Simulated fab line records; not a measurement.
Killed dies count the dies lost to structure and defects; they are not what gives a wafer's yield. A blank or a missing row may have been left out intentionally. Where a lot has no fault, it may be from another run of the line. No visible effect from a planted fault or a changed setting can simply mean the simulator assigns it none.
Which tool did it?    flow nand harc    12 lots (36 wafers sampled), 1 step of a 1302-step route

## WHAT THE GAUGES SHOWED, per wafer
NHARC_A_SIN_REMOVE_INSPECT_04.
lot   measured      on                 raw defect count
L308  day 21 01:22  defect inspect-02  335 232 196
L310  day 21 13:32  defect inspect-02  397 461 568
L311  day 22 07:52  defect inspect-02  275 339 350
L317  day 25 02:47  defect inspect-02  401 398 380
L316  day 25 06:35  defect inspect-01  299 324 360
L319  day 26 05:13  defect inspect-01  478 571 411
L321  day 26 15:33  defect inspect-02  228 270 280
L323  day 26 21:34  defect inspect-01  378 479 348
L326  day 28 09:20  defect inspect-02  406 361 382
L324  day 28 09:20  defect inspect-01  620 410 605
L327  day 28 22:52  defect inspect-02  409 364 401
L328  day 29 05:32  defect inspect-02  315 328 449

## WHICH TOOL RAN EACH LOT (tool, then ch and the chambers of the sampled wafers, then the start)
Before these readings, the record contains no process step.

## AS READ BY THE TOOLS THEMSELVES (means over the sampled wafers that have a number; for cases with no such wafer, the mark the record gives instead)
The record holds no such reading with a usual standard deviation.

## THE ANSWER, worked out from the rows above alone
Rule: the lots themselves supply what counts as usual. Put in order of their means at a reading, lots are off if they are a third of the lots or fewer, leave a main group of 4 or more, and stand apart from it by a gap of 3 or more times the standard deviation of the main group's means; of several such gaps the widest counts. If all means in a main group match to the digits the tables above print for the reading, that group is not used. A lot without any number at a reading at which 4 lots or more have one is off too. All remaining lots with rows at the step are treated as sound. Order of review: gauges by route order, followed by the tools' own readings, for which a lot's mean as printed above is used. The first step at which some lot is off is used, and at that step the reading that is off furthest; a lot without a number counts as furthest.
Across all readings shown, no lot is off: no conclusion can be drawn from this.

## WHAT THE SIMULATOR HAD PUT IN
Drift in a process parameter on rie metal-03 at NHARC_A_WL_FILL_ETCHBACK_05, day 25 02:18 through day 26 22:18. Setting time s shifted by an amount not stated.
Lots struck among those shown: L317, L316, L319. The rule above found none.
